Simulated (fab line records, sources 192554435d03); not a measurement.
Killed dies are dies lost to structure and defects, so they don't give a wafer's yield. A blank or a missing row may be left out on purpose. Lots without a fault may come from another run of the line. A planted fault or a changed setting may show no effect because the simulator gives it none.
A struck lot beside a sound one | flow n5_finfet | 15 steps out of a route of 1938
Sound: wafers L793.3, L793.4, L793.5. Struck: wafer L809.4. (L809.1, L809.2 of the same lot were not struck and are left out.) The cause comes at the end.
At each step with rows: each side's tool, then ch and its chambers, then its first start. Under that, the readings that differ: sound wafers | struck wafers | difference of the means | sigmas: that difference in standard deviations of wafers without a fault.
alike: readings whose means differ by less than 2 such deviations, and words and numbers that are the same on both sides. not compared: withheld readings, readings that some wafer has no value for, bounds like >300 that may hide the same value, and numbers for which the record gives no deviation and whose values overlap.
The two part at a step that has a row with sigmas, a row that says differs or no value, or rows on one side only. Numbers that don't overlap but have no deviation are shown without sigmas and don't part them. A reading that every wafer of one side lacks parts them only if that side has two wafers or more.

first, 6 steps without rows for these wafers: N5_MOL_CONTACT_COAG_COAT_78 (resist thk 40 nm); N5_MOL_CONTACT_COAG_EBR_80; N5_MOL_CONTACT_COAG_SOFTBAKE_79 (time 60 s); N5_MOL_CONTACT_COAG_EXPOSE_81 (exposes mask VG, defocus 0 nm); N5_MOL_CONTACT_COAG_PEB_82 (peb time 60 s); N5_MOL_CONTACT_COAG_DEVELOP_83 (develop time 30 s).
N5_MOL_CONTACT_COAG_CD_MEAS_84: target cd 25.1 nm.
  sound on cd_sem-01 ch 0, day 5 03:46; struck on cd_sem-03 ch 0, day 9 01:19
  alike: cd_nm
N5_MOL_CONTACT_COAG_OVL_MEAS_85:
  sound on overlay-02 ch 0, day 5 03:48; struck on overlay-02 ch 0, day 9 01:21
  alike: VG_OVL
N5_MOL_CONTACT_COAG_INSPECT_57: inspects for defects (brightfield).
  sound on defect_inspect-02, day 5 03:51; struck on defect_inspect-01, day 9 01:24
  reading          | sound       | struck | difference | sigmas
  raw_defect_count | 191 167 231 | 300    | +104       | +2
N5_MOL_CONTACT_COAG_DESCUM_88: chemistry O2, time 7 s.
  sound on rie_diel-06 ch 0,1,3, day 5 04:01; struck on rie_diel-05 ch 2, day 9 01:32
  reading      | sound             | struck | difference | sigmas
  rf_vpp_V (V) | 242.1 242.7 242.6 | 245.4  | +2.9       | +3
  alike: drypump_motor_current_A, oes_product_au, showerhead_plenum_p_Torr, throttle_valve_pct
  not compared: rf_hours_counter_h
N5_MOL_CONTACT_COAG_ETCH_89: etches underlayer in N2/H2, target depth 13 nm, time 10.4 s.
  sound on rie_diel-06 ch 0,1,3, day 5 04:04; struck on rie_diel-05 ch 2, day 9 01:34
  reading               | sound          | struck | difference | sigmas
  oes_product_au (a.u.) | 0.67 0.66 0.58 | 0.81   | +0.17      | +2
  alike: drypump_motor_current_A, etch_rf_on_time_s, rf_vpp_V, showerhead_plenum_p_Torr, throttle_valve_pct
  not compared: rf_hours_counter_h
N5_MOL_CONTACT_COAG_ETCH_90: etches SiARC in CF4, target depth 13 nm, time 21.7 s.
  sound on rie_diel-06 ch 0,1,3, day 5 04:05; struck on rie_diel-05 ch 2, day 9 01:35
  reading               | sound          | struck | difference | sigmas
  etch_rf_on_time_s (s) | 21.9 22.0 22.2 | 21.0   | -1.0       | -3
  oes_product_au (a.u.) | 0.66 0.65 0.57 | 0.81   | +0.18      | +2
  alike: drypump_motor_current_A, mfc_ar_sccm, rf_vpp_V, showerhead_plenum_p_Torr, throttle_valve_pct
  not compared: rf_hours_counter_h
N5_MOL_CONTACT_COAG_ALD_131: deposits SiO2, target thk 5 nm, pulse time 1 s, co reactant pulse time 1 s.
  sound on ald_sin-04 ch 0,1, day 5 04:10; struck on ald_sin-01 ch 1, day 9 01:40
  reading                                            | sound    | struck | difference | sigmas
  ald_cycles                                         | 35 35 35 | 32     | -3         |
  model.SiO2_of_MOL_CONTACT_COAG_ALD_131.thk_nm (nm) | 5 5 5    | 4.6    | -0.4       |
  alike: heater_power_w, precursor_pulse_height_rel
N5_MOL_CONTACT_COAG_ETCHBACK_132: etches SiO2 in CHF3, target depth 10 nm, time 6.7 s.
  sound on rie_diel-06 ch 0,3, day 5 04:20; struck on rie_diel-06 ch 1, day 9 01:51
  alike: drypump_motor_current_A, mfc_ar_sccm, oes_product_au, rf_vpp_V, showerhead_plenum_p_Torr, throttle_valve_pct
  not compared: rf_hours_counter_h
-- the record jumps here: 3 days lie between the struck wafers' starts before and after (it left off in module MOL_CONTACT_COAG and takes up again in module BEOL_M4, whose first step shown is number 1111 of the route) --
N5_BEOL_M4_RC_MEAS_101:
  sound on prober-01 ch 0, day 8 00:11; struck on prober-01 ch 0, day 12 01:19
  reading        | sound             | struck | difference | sigmas
  DIBL_N (mV/V)  | 39.2 39.8 37.8    | 33.5   | -5.4       | -4
  DIBL_P (mV/V)  | 37.6 39.4 36.3    | 34.3   | -3.5       | -2
  IOFF_N (nA/um) | 0.178 0.197 0.156 | 0.123  | -0.054     | -2
  SS_P (mV/dec)  | 74.0 74.7 73.5    | 72.8   | -1.3       | -2
  VT_N (mV)      | 250.6 245.5 251.4 | 255.7  | +6.5       | +2
  alike: IOFF_P, ION_N, ION_P, SS_N, VT_P

WHERE THEY PART
First at N5_MOL_CONTACT_COAG_INSPECT_57; last, within this record, at N5_BEOL_M4_RC_MEAS_101.

WHY: what the simulator had put in
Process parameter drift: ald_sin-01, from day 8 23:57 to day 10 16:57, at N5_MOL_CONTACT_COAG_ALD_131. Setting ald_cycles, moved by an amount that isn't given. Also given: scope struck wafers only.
